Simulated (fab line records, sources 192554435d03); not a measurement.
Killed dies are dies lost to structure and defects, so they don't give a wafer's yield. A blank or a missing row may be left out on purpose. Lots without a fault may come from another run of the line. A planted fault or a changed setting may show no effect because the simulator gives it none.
fab line records | flow n5_finfet
record lots=4 wafers=12 last_day=16
route steps=1938 shown BEOL_M0_CUTY@707 BEOL_M0@715 PASSIVATION@1936
lots that met no fault: from a run of the same line without faults
start_h: hours from the record's first day to the start of the lot's first wafer shown | wait_h: hours since the lot's step before | " the same as in the row above | L1.1+2: a row that stands for several wafers | - no value, or no start given | * or withheld: withheld | < > ~ a bound
route shown NAME@n: a module of which the file shows steps, and the number in the route of the first | usual: mean/standard deviation of fault-free wafers | same: alike in all rows | chamber/n: place in a boat | sites: the reading at each site | _std_site: their standard deviation | _edge_site: outer sites' mean less inner sites' | radius_mm: how far each site lies from the wafer's centre | mask NAME#n: copy n | behind: the tool/chamber that last shaped the wafer | hold: why the lot was held/for how many hours/how that ended | device: the transistor (n, p or np) that didn't switch | end of line: the same wafers' tests at the end of the route | a step without rows: its recipe alone | killed: dies lost to structure and defects at the first sort, not the wafer's yield | map: a wafer's dies, x killed, . not, _ none there
set.NAME: the setting as run; set.NAME@STEP: as run at that earlier step | model.NAME: the simulator's own value behind a step, which no gauge read
lots at some steps of the route; a table a step, a row a wafer
## steps
# step N5_BEOL_M0_CUTY_DEVELOP_56
# recipe develop_time_s=30 developer=TMAH resist=CAR-ArF-block rinse_liquid=diw dry=air_spin dev_temp_c=23
# step N5_BEOL_M0_CUTY_DESCUM_61
# recipe chemistry=O2 time_s=7.9 source_power_w=50 bias_power_w=20 pressure_mtorr=20 rf_frequency_hz=2.712e+07 temp_c=40 resist=CAR-ArF-block o2_flow_sccm=225
# step N5_BEOL_M0_CUTY_ETCH_62
# recipe chemistry=CF4 target=SiARC mask_material=CAR-ArF-block time_s=58.5 ion_energy_ev=80 pressure_mtorr=40 source_w=545 bias_w=36 Ar_flow_sccm=100 cf4_flow_sccm=100 ends=cleared
# step N5_BEOL_M0_CUTY_ETCH_63
# recipe chemistry=N2/H2 target=SOC target_depth_a=827 overetch_a=165 mask_material=SiARC temp_c=40 ion_energy_ev=200 time_s=124 pressure_mtorr=30 source_w=840 bias_w=150 n2_flow_sccm=200 h2_flow_sccm=200
# step N5_BEOL_M0_CUTY_STRIP_64
# recipe chemistry=N2/H2 temp_c=40 n2_flow_sccm=200 h2_flow_sccm=200 rf_frequency_hz=6e+07
# step N5_BEOL_M0_ETCH_138
# recipe chemistry=CH3F/O2 target_depth_a=120 target=SiCN time_s=31.6 ion_energy_ev=120 pressure_mtorr=30 source_w=395 bias_w=75 Ar_flow_sccm=150 CH3F_flow_sccm=30 O2_flow_sccm=20 ends=cleared
# step N5_BEOL_M0_HM_OPEN_105
# recipe chemistry=Cl2/BCl3 target_depth_a=120 target=TiN ion_energy_ev=150 pressure_mtorr=10 icp_w=1000 bias_w=126 Cl2_flow_sccm=53.25 bcl3_flow_sccm=21.75 Ar_flow_sccm=25
# step N5_BEOL_M0_STRIP_140
# recipe chemistry=CF4 resist=SiARC power_w=300 bias_power_w=75 pressure_mtorr=50 cf4_flow_sccm=150 rf_frequency_hz=6e+07
# step N5_BEOL_M0_STRIP_104
# recipe chemistry=N2/H2 power_w=450 temp_c=40 pressure_mtorr=20 rf_frequency_hz=6e+07 overash_fraction=0.3 bias_power_w=7 h2_frac=0.5 n2_flow_sccm=200 h2_flow_sccm=200
# step N5_BEOL_M0_WET_ETCH_106
# recipe chemistry=DHF dilution=10:1 temp_c=25 target=SiO2 target_depth_a=1300 dry=ipa_marangoni rinse_time_s=30 rinse_temp_c=23
# columns lot.wafer tool chamber start_h wait_h
L682.1+2+3 wet_bench-03 1,2,4 187.03 -
L685.2+5+6 wet_bench-03 6,3,4 211.36 -
L688.1+2+6 wet_bench-03 0,5,1 217.51 -
L689.2+4+5 wet_bench-03 5,7,6 219.85 -
# step N5_BEOL_M0_ETCH_128
# recipe chemistry=CF4/N2 target_depth_a=120 overetch_a=51 target=SiCN time_s=21.4 ion_energy_ev=150 pressure_mtorr=40 source_w=430 bias_w=70 Ar_flow_sccm=100 cf4_flow_sccm=60 n2_flow_sccm=60
# step N5_BEOL_M0_TRENCH_ETCH_107
# recipe chemistry=C4F6/O2 target_depth_a=328 target=SiOC time_s=16.4 ion_energy_ev=250 pressure_mtorr=30 source_w=355 bias_w=185 Ar_flow_sccm=300 C4F6_flow_sccm=10 O2_flow_sccm=10
# step N5_BEOL_M0_STRIP_142
# recipe chemistry=N2/H2 time_s=10 power_w=450 temp_c=40 pressure_mtorr=20 rf_frequency_hz=6e+07 bias_power_w=7 n2_flow_sccm=200 h2_flow_sccm=200
# step N5_BEOL_M0_HM_STRIP_129
# recipe chemistry=peroxide_tin_strip material=TiN target_depth_a=170 temp_c=50 time_s=108
# step N5_BEOL_M0_SRD_130
# recipe time_s=30 temp_c=23 rinse_liquid=diw dry=ipa_marangoni
# step N5_BEOL_M0_ETCH_109
# recipe chemistry=CH3F/O2 target_depth_a=80 overetch_a=24 target=SiCN time_s=27.4 ion_energy_ev=120 pressure_mtorr=30 source_w=395 bias_w=75 Ar_flow_sccm=150 CH3F_flow_sccm=30 O2_flow_sccm=20
# step N5_BEOL_M0_STRIP_139
# recipe chemistry=post_etch_residue_remover time_s=60 temp_c=25 remover_ph=withheld remover_water_wt_pct=withheld remover_fluoride_wt_pct=withheld
# step N5_BEOL_M0_SRD_111
# recipe time_s=30 temp_c=23 rinse_liquid=diw dry=ipa_marangoni
# step N5_BEOL_M0_DEGAS_112
# recipe ambient=vacuum temp_c=250 time_s=60
# step N5_BEOL_M0_PRE_CLEAN_113
# recipe gas=H2/He time_s=30 temp_c=250
# step N5_BEOL_M0_ALD_136
# recipe material=TaN target_thk_a=* temp_c=275 ald_precursor_family=PDMAT ald_co_reactant=NH3 pressure_torr=3 carrier_flow_sccm=1500 pulse_time_s=2 purge_time_s=3 co_reactant_purge_time_s=2 co_reactant_pulse_time_s=3 ald_cycles=30 precursor_vessel_temp_c=75 precursor_vessel_pressure_torr=26.25 precursor_vessel_carrier_sccm=1000
# step N5_BEOL_M0_SURFACE_TREAT_137
# recipe gas=Ar time_s=* ion_energy_ev=* ion_current_ma_cm2=0.5 pressure_mtorr=* ar_flow_sccm=30
# step N5_BEOL_M0_CVD_115
# recipe material=Co target_thk_a=* temp_c=withheld precursor=CCTBA/H2 pressure_torr=30 time_s=120
# step N5_BEOL_M0_SPUTTER_116
# recipe material=Cu target_thk_a=40 temp_c=-20 chamber_pressure_pa=0.07 power_w=withheld time_s=7.37
# step N5_BEOL_M0_ANNEAL_117
# recipe temp_c=400 time_s=60 ambient=vacuum
# step N5_BEOL_M0_SPUTTER_132
# recipe material=Cu target_thk_a=40 temp_c=-20 chamber_pressure_pa=0.07 power_w=withheld time_s=7.37
# step N5_BEOL_M0_ANNEAL_133
# recipe temp_c=400 time_s=60 ambient=vacuum
# step N5_BEOL_M0_SPUTTER_134
# recipe material=Cu target_thk_a=40 temp_c=-20 chamber_pressure_pa=0.07 power_w=withheld time_s=7.37
# step N5_BEOL_M0_ANNEAL_135
# recipe temp_c=400 time_s=60 ambient=vacuum
# step N5_BEOL_M0_SPUTTER_141
# recipe material=Cu target_thk_a=40 temp_c=-20 chamber_pressure_pa=0.07 power_w=withheld time_s=7.37
# step N5_BEOL_M0_ECD_118
# recipe material=Cu target_thk_a=3000
# step N5_BEOL_M0_ANNEAL_119
# recipe temp_c=225 time_s=90 ambient=N2
# step N5_BEOL_M0_CMP_120
# recipe stop_on=SiOC t_overpolish_s=6.9 down_force_psi=1 platen_rpm=50 clearing_platen_down_force_psi=1.5 clearing_platen_rpm=50 post_cmp_clean=cu_alkaline clearing_platen_pad_velocity_m_s=0.99484 pad_velocity_m_s=0.99484
# step N5_BEOL_M0_PRE_CLEAN_131
# recipe gas=NH3/H2 time_s=15 temp_c=* rf_power_w=300
# step N5_BEOL_M0_CO_CAP_123
# recipe material=Co target_thk_a=20 temp_c=200 precursor=CCTBA/H2 pressure_torr=30 time_s=102.1
# step N5_BEOL_M0_PRE_CLEAN_124
# recipe gas=NH3 time_s=15 temp_c=withheld rf_power_w=300
# step N5_BEOL_M0_DEP_125
# recipe material=SiCN target_thk_a=80 temp_c=withheld precursor=3MS/NH3 pressure_torr=3 rf_w=202 time_s=14
# step N5_PASSIVATION_PROBE_49
# usual defect_limited_yield=91.3/1.4 killed_at_M0_to_M3=34/9.2 killed_at_M4_up=13/5.3 killed_at_contacts=12/6 killed_at_front_end=39/12 killed_at_other=4/3.3 killed_dies=102/17 killed_on_rim=13/3.9 killed_open=67/12 killed_short=34/7.4 sort_bin_5_function=5.1/1 sort_bin_6_memory=3.2/0.6 sort_bin_8_speed=0.00/0.007 sort_n_pass=1078/17 sort_yield_pct=91.3/1.4
# same gross_dies=1180 killed_at_back_side=0 sort_bin_4_leakage[%]=0
# columns lot.wafer tool chamber start_h wait_h defect_limited_yield[%] killed_at_M0_to_M3 killed_at_M4_up killed_at_contacts killed_at_front_end killed_at_other killed_dies killed_on_rim killed_open killed_short sort_bin_5_function[%] sort_bin_6_memory[%] sort_bin_8_speed[%] sort_n_pass sort_yield_pct[%]
L685.2 prober-01 - 375.14 0.1 92.2 30 22 10 28 2 92 9 62 21 4.1 2.9 0 1088 92.2
L685.5 prober-01 - 375.29 0.2 90.3 33 24 10 46 2 115 19 87 26 6.4 3.1 0 1065 90.3
L685.6 prober-01 - 375.34 0.3 90.8 44 16 9 36 3 108 7 70 32 5.4 3.1 0 1072 90.8
L689.2 prober-01 - 379.74 0.1 82.8 142 14 8 37 2 203 25 65 41 10.6 4.2 0 977 82.8
L689.4 prober-01 - 379.84 0.2 92.7 35 8 16 26 1 86 11 56 30 5.3 1.9 0 1094 92.7
L689.5 prober-01 - 379.89 0.2 91.4 47 13 16 24 1 101 13 66 35 4.8 3.4 0 1079 91.4
L688.1 prober-02 - 379.85 0.0 92.2 29 8 13 39 3 92 14 58 34 4.4 3.1 0 1088 92.2
L688.2 prober-02 - 379.90 0.1 83.2 125 13 23 36 1 198 26 63 25 9.1 5.3 0 982 83.2
L688.6 prober-02 - 380.10 0.3 89.9 27 22 14 55 1 119 10 65 47 6.0 3.2 0 1061 89.9
# killed by level:class
L685.2 BEOL_M4:geometric_particle:open=12 MOL_CONTACT_COAG:geometric_particle:open=10 HKMG_FIN:area_etch=9 BEOL_M3:geometric_particle:open=7 BEOL_M0_SAQP:geometric_particle:short=6 BEOL_M1:geometric_particle:open=5 BEOL_M2:geometric_particle:open=5 STI_FIN_REVEAL:geometric_particle:open=4
L685.5 BEOL_M3:geometric_particle:open=15 BEOL_M4:geometric_particle:open=13 FIN_SAQP:geometric_particle:open=12 FIN_SAQP:geometric_particle:short=9 ILD0:geometric_particle:open=7 GATE_CUT:geometric_particle:open=7 MOL_CONTACT_COAG:geometric_particle:open=7 BEOL_M0_SAQP:geometric_particle:short=5
L685.6 BEOL_M2:geometric_particle:open=18 BEOL_M0_SAQP:geometric_particle:open=9 BEOL_M4:geometric_particle:open=9 BEOL_M0_SAQP:geometric_particle:short=8 FIN_SAQP:geometric_particle:open=6 MOL_CONTACT_COAG:geometric_particle:open=6 STI_FIN_REVEAL:geometric_particle:open=5 GATE_CUT:geometric_particle:short=5
L689.2 BEOL_M0:unspecified=95 BEOL_M0_SAQP:geometric_particle:open=13 BEOL_M0_SAQP:geometric_particle:short=13 BEOL_M2:geometric_particle:open=9 FIN_SAQP:geometric_particle:short=6 STI_FIN_REVEAL:geometric_particle:open=6 BEOL_M3:geometric_particle:open=6 GATE_CUT:geometric_particle:short=5
L689.4 MOL_CONTACT_COAG:geometric_particle:open=12 STI_FIN_REVEAL:geometric_particle:open=11 BEOL_M0_SAQP:geometric_particle:short=10 BEOL_M3:geometric_particle:open=10 FIN_SAQP:geometric_particle:short=5 MOL_CONTACT_COAG:geometric_particle:short=4 BEOL_M0_SAQP:geometric_particle:open=4 STARTING-WAFER:geometric_particle:short=3
L688.1 FIN_SAQP:geometric_particle:open=12 FIN_SAQP:geometric_particle:short=9 MOL_CONTACT_COAG:geometric_particle:open=9 BEOL_M2:geometric_particle:open=9 DUMMY_GATE:geometric_particle:open=6 BEOL_M2:geometric_particle:short=6 GATE_CUT:geometric_particle:short=4 MOL_CONTACT_COAG:geometric_particle:short=4
L689.5 MOL_CONTACT_COAG:geometric_particle:open=15 BEOL_M0_SAQP:geometric_particle:short=12 BEOL_M3:geometric_particle:open=9 BEOL_M1:geometric_particle:open=7 BEOL_M4:geometric_particle:open=7 BEOL_M2:geometric_particle:open=6 STI_FIN_REVEAL:geometric_particle:open=5 BEOL_M0_SAQP:geometric_particle:open=5
L688.2 BEOL_M0:unspecified=110 MOL_CONTACT_COAG:geometric_particle:open=22 FIN_SAQP:geometric_particle:short=10 FIN_SAQP:geometric_particle:open=8 BEOL_M2:geometric_particle:open=6 STI_FIN_REVEAL:geometric_particle:open=5 DUMMY_GATE:geometric_particle:open=3 GATE_CUT:geometric_particle:short=3
L688.6 FIN_SAQP:geometric_particle:short=12 FIN_SAQP:geometric_particle:open=11 MOL_CONTACT_COAG:geometric_particle:open=9 BEOL_M2:geometric_particle:open=8 DUMMY_GATE:geometric_particle:open=8 BEOL_M5:geometric_particle:open=6 HKMG_FIN:area_etch=6 MOL_CONTACT_COAG:geometric_particle:short=5
# map L688.2 (x killed, . not)
_________________xx..........________________
______________..x..............._____________
___________................x.......__________
__________.x.....x..........x......._________
________...............x.x..x........._______
_______x...x.........x.....x.........x.______
______.xxxx..x.......x......x..........x_____
_____xxxxxxx...xx...x....................____
____xxxxxxxxxx...x........................___
___xxxxxxxxxxx........x....x...............__
___xxxxxxxxxxxx......................x.....__
__xxxxxxxxxxxxxx......x..................x.._
__xxxxxxxxxxxx....x........................._
_xxxxxxxxxxxx.xx.....x.....x..........x.....x
_.x.xxxxxxxxx..x.....x......x........x...x...
_.xx.xxxxxxx.x.x...........x.............x...
_.x.x.x.x.x.................x................
_xx.x.x............................x.........
_.x.....x..x..xx.......x.....................
_...........x.......................x....x...
_.......x....................................
__......xx..........x......x........x......._
__..........................x........x......_
___..........x...x......................x..__
___....x...........x...................x...__
____..........xx....x....x....x..x........___
_____x...x.......x.x......x..............____
______..................x.......x......._____
_______......................x..x......______
________.............................._______
__________.........................._________
___________........................__________
______________........x........x_____________
_________________....x.x.....________________
# map L689.2 (x killed, . not)
_________________.........x..________________
______________.................._____________
___________...x....................__________
__________....x........x......x....._________
________....................x...x.x..._______
_______.xx...xx........................______
______xxx.x...............xxx.....x....._____
_____xxxxxxxx.......x........x.....x.....____
____xxxxxxxxxx.xx..........x.......x....x.___
___xxxxxxxxxxx.......xx..............x.....__
___xxxxxxxxxx.x.x..........................__
__xxxxxxxxxx.x.x......x..........x.........._
__xxxxxxxxxxxxxxx.........x................._
_.xxxxxxxxxx..........x....x.........x....x..
_x..xxxxxxxx.....x...........................
_...x.x.xxxx.x..x......x.....xx..............
_.x.................x......x............x...x
_....x.x............x......x.x.......x...x...
_...............xx................x..........
_..x......x..........xx...................x..
_................xx..........................
__....xxx...........x.......x..............._
__..x.....x...................x............x_
___............x....x..........x...........__
___.....x.x......x........x......x..x......__
____....x....x.x..x.x...x.................___
_____.....x...x.............x............____
______.................x............x..._____
_______..........xxx.x.................______
________.....x..x.................x..._______
__________.............x............_________
___________.x.x....................__________
______________....x...x.....x..._____________
_________________.x.....x....________________
## key
first_sign step=N5_PASSIVATION_PROBE_49 reading=killed_at_M0_to_M3 direction=up sigmas=11 usual=34 struck=134
effect step=N5_PASSIVATION_PROBE_49 reading=killed_dies direction=up sigmas=5.9 usual=102 struck=200
more_kills_born_at N5_BEOL_M0_WET_ETCH_106@wet_bench-03=205
met_at N5_BEOL_M0_WET_ETCH_106
struck_wafers L688.2,L689.2
fault kind=chamber_particle_source tool=wet_bench-03 chamber=5 onset_h=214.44 steps=N5_BEOL_M0_WET_ETCH_106 rate_per_visit_cm2=0.67661 end_h=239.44
